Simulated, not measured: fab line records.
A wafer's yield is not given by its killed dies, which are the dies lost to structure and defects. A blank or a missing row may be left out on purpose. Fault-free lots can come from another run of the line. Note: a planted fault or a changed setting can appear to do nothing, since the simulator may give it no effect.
One fault through the eyes of 2 desks	flow n5Finfet	numbers are kept per desk, each desk with only its own; the story behind them comes last

== FROM THE METROLOGY DESK ==
What the gauges read, lot by lot, whatever tool the lot ran on: means of the sampled wafers that have a number. Any lot whose mean is over 4 standard deviations away from the usual mean is out of limits and marked OUT; that distance is given in the brackets. Of its 10 readings 7 are shown: those that lie furthest out on some lot.
Columns: A = DIBL_P at N5_BEOL_M4_RC_MEAS_101, usual 36.9 mV/V; B = IOFF_P at N5_BEOL_M4_RC_MEAS_101, usual 0.22 nA/um; C = ION_N at N5_BEOL_M4_RC_MEAS_101, usual 678 uA/um; D = ION_P at N5_BEOL_M4_RC_MEAS_101, usual 465 uA/um; E = SS_P at N5_BEOL_M4_RC_MEAS_101, usual 73.5 mV/dec; F = VT_N at N5_BEOL_M4_RC_MEAS_101, usual 250 mV; G = VT_P at N5_BEOL_M4_RC_MEAS_101, usual -250 mV
lot	first seen here	A	B	C	D	E	F	G
L922	day 9 11:04	37.1	0.24	680	471	73.3	248	-248
L930	day 11 11:14	38.9	0.29	684	468	74.6	246	-246
L933	day 11 12:38	34.8	0.17	653	450	73.1	257	-256
L932	day 11 23:03	36.6	0.18	676	460	73.3	250	-253
L935	day 12 05:37	37.1	0.23	674	466	73.7	250	-249
L937	day 13 04:15	35.1	0.21	682	469	73.0	249	-249
L942	day 13 21:35	40.5	0.25	677	469	73.6	252	-250
This desk's finding: nothing out of limits on any of the 7 lots.

== DESK OF THE TOOL OWNER: aldSin-04 ==
The tool's own readings at N5_MOL_CONTACT_COAG_ALD_27 (deposits SiOC, target thk 17 nm, pulse time 1.5 s, time 2720 s): means of the sampled wafers that have a number, for each lot that ran on this tool. Any lot whose mean is over 4 standard deviations away from the usual mean is out of limits and marked OUT; that distance is given in the brackets.
Columns: A = heaterPowerW at N5_MOL_CONTACT_COAG_ALD_27, usual 865 W; B = precursorPulseHeightRel at N5_MOL_CONTACT_COAG_ALD_27, usual 0.999; C = runLengthS at N5_MOL_CONTACT_COAG_ALD_27, usual 2769.9 s
lot	first seen here	A	B	C
L930	day 7 18:50	758	0.993	2809.6 (+71) OUT
L932	day 8 04:40	795	0.994	2809.4 (+71) OUT
L933	day 8 13:58	760	0.988	2849.4 (+99 or more) OUT
L942	day 10 20:10	748	0.995	2769.3
Finding of this desk: L930, L932, L933 out of limits; the first was L930 at day 7 18:50, on runLengthS at N5_MOL_CONTACT_COAG_ALD_27. Within limits: L942.

== BROUGHT TOGETHER ==
The tool owner's desk could have raised an alarm at day 7 18:50, on L930, L932, L933.
The metrology desk saw nothing out of limits.
The metrology desk holds a record of L930, L932, L933, inside its limits.
The lots listed all ran N5_MOL_CONTACT_COAG_ALD_27 on aldSin-04.

== WHAT HAD BEEN PUT IN BY THE SIMULATOR ==
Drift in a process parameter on aldSin-04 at N5_MOL_CONTACT_COAG_ALD_27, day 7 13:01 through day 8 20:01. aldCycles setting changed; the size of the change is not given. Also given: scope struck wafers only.
Shown lots that were struck: L930, L932, L933.
Each desk's first reading out of limits, in hours after the fault started: the tool owner's desk, 6.
